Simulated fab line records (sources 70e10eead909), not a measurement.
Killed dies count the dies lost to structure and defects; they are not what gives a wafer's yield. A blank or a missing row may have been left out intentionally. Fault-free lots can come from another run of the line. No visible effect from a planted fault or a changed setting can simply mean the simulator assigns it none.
Chamber matching | flow nand-harc | 4 sister chambers for NHARC_P_M2_CMP_23 on cmp-03
The step polishes, t overpolish 20 s, target thk 144.3 nm. 8 wafers are shown with their chamber, then 8 later ones without.

== EACH WAFER AND ITS CHAMBER ==
wafer  | chamber | motor-current-A (A) | time-to-endpoint-s (s)
L081.4 | 0       | 14.1                | 27.2
L085.2 | 1       | 11.9                | 31.2
L085.3 | 0       | 14.6                | 25.1
L088.2 | 1       | 12.3                | 29.8
L090.2 | 3       | 12.9                | 29.9
L090.5 | 2       | 13.8                | 30.7
L090.6 | 3       | 12.6                | 29.4
L091.2 | 2       | 13.9                | 28.5

== WAFERS WITH NO CHAMBER GIVEN ==
wafer  | motor-current-A (A) | time-to-endpoint-s (s)
L091.3 | 11.9                | 26.1
L091.6 | 14.7                | 28.3
L094.3 | 12.1                | 27.2
L094.4 | 11.6                | 29.4
L094.5 | 11.5                | 31.0
L097.2 | 14.8                | 25.1
L097.5 | 14.3                | 24.2
L097.6 | 11.5                | 31.3

== CHAMBER TAKEN BY EACH ==
wafer  | from the rows above     | in truth
L091.3 | can't be placed: 1 or 3 | 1
L091.6 | can't be placed: 0 or 2 | 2
L094.3 | can't be placed: 1 or 3 | 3
L094.4 | 1                       | 1
L094.5 | 1                       | 1
L097.2 | 0                       | 0
L097.5 | 0                       | 0
L097.6 | 1                       | 1
Correctly placed: 5 of 8. These rows do not allow placing 3 (true chamber among the candidates in 3). Placed wrongly: 0.
How it was worked out, from the rows above alone: a wafer's distance from a chamber is the root of the sum, over the readings, of the square of ((its reading less the chamber's mean) divided by the reading's scatter). The wafer belongs to the nearest chamber; if the next one is less than 2 further off, it can't be placed. A chamber's mean is the mean of its shown wafers. How the scatter is found: for the shown wafers, subtract from each reading the mean of its chamber, square and add these, divide the total by (wafers less chambers), then take the root.
